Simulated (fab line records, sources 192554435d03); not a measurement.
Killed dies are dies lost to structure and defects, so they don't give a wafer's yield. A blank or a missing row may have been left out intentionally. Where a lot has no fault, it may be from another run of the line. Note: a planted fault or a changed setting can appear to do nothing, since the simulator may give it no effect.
Chamber matching || flow n5Finfet || N5_FIN_SAQP_MANDREL_ETCH_22 on rieSi-04: 4 sister chambers
The step etches a-Si in HBr/Cl2, stops on SiNx, target depth 60 nm, bt time 10 s, time 30 s. 4 wafers are shown with their chamber, then 12 later ones without.

== WAFERS PAIRED WITH THEIR CHAMBERS ==
{"wafer": "L087.3", "chamber": 1, "throttleValvePct (%)": 35.31}
{"wafer": "L090.1", "chamber": 3, "throttleValvePct (%)": 34.93}
{"wafer": "L090.4", "chamber": 0, "throttleValvePct (%)": 34.91}
{"wafer": "L090.5", "chamber": 2, "throttleValvePct (%)": 35.14}

== WAFERS WITHOUT THEIR CHAMBER ==
{"wafer": "L092.1", "throttleValvePct (%)": 35.19}
{"wafer": "L092.2", "throttleValvePct (%)": 34.95}
{"wafer": "L092.5", "throttleValvePct (%)": 35.18}
{"wafer": "L093.1", "throttleValvePct (%)": 35.20}
{"wafer": "L093.3", "throttleValvePct (%)": 34.93}
{"wafer": "L093.5", "throttleValvePct (%)": 34.91}
{"wafer": "L095.1", "throttleValvePct (%)": 34.93}
{"wafer": "L095.2", "throttleValvePct (%)": 35.18}
{"wafer": "L095.4", "throttleValvePct (%)": 34.91}
{"wafer": "L097.4", "throttleValvePct (%)": 34.92}
{"wafer": "L097.5", "throttleValvePct (%)": 35.17}
{"wafer": "L097.6", "throttleValvePct (%)": 35.29}

== THE CHAMBER EACH PASSED THROUGH ==
{"wafer": "L092.1", "from the rows above": 2, "in truth": 2}
{"wafer": "L092.2", "from the rows above": "can't be placed: 3 or 0", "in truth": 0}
{"wafer": "L092.5", "from the rows above": 2, "in truth": 2}
{"wafer": "L093.1", "from the rows above": "can't be placed: 2 or 1", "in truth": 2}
{"wafer": "L093.3", "from the rows above": "can't be placed: 3 or 0", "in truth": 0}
{"wafer": "L093.5", "from the rows above": "can't be placed: 0 or 3", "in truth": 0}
{"wafer": "L095.1", "from the rows above": "can't be placed: 3 or 0", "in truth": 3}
{"wafer": "L095.2", "from the rows above": 2, "in truth": 2}
{"wafer": "L095.4", "from the rows above": "can't be placed: 0 or 3", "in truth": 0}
{"wafer": "L097.4", "from the rows above": "can't be placed: 3 or 0", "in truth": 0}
{"wafer": "L097.5", "from the rows above": 2, "in truth": 2}
{"wafer": "L097.6", "from the rows above": 1, "in truth": 1}
Placed correctly: 5 of 12. Not placeable from these rows: 7 (in 7, the candidates include the true chamber). 0 placed wrongly.
How it was worked out, from the rows above alone: a wafer's distance from a chamber is the root of the sum, over the readings, of the square of ((its reading less the chamber's mean) divided by the reading's scatter). If the next closest chamber is less than 2 further off than the closest, the wafer can't be placed; otherwise it belongs to the closest. For every chamber, the mean is computed from those of its wafers that are shown. The scatter (one wafer shown for each chamber): square how far every hidden wafer sits from the nearest shown wafer, average those squares and take the square root.
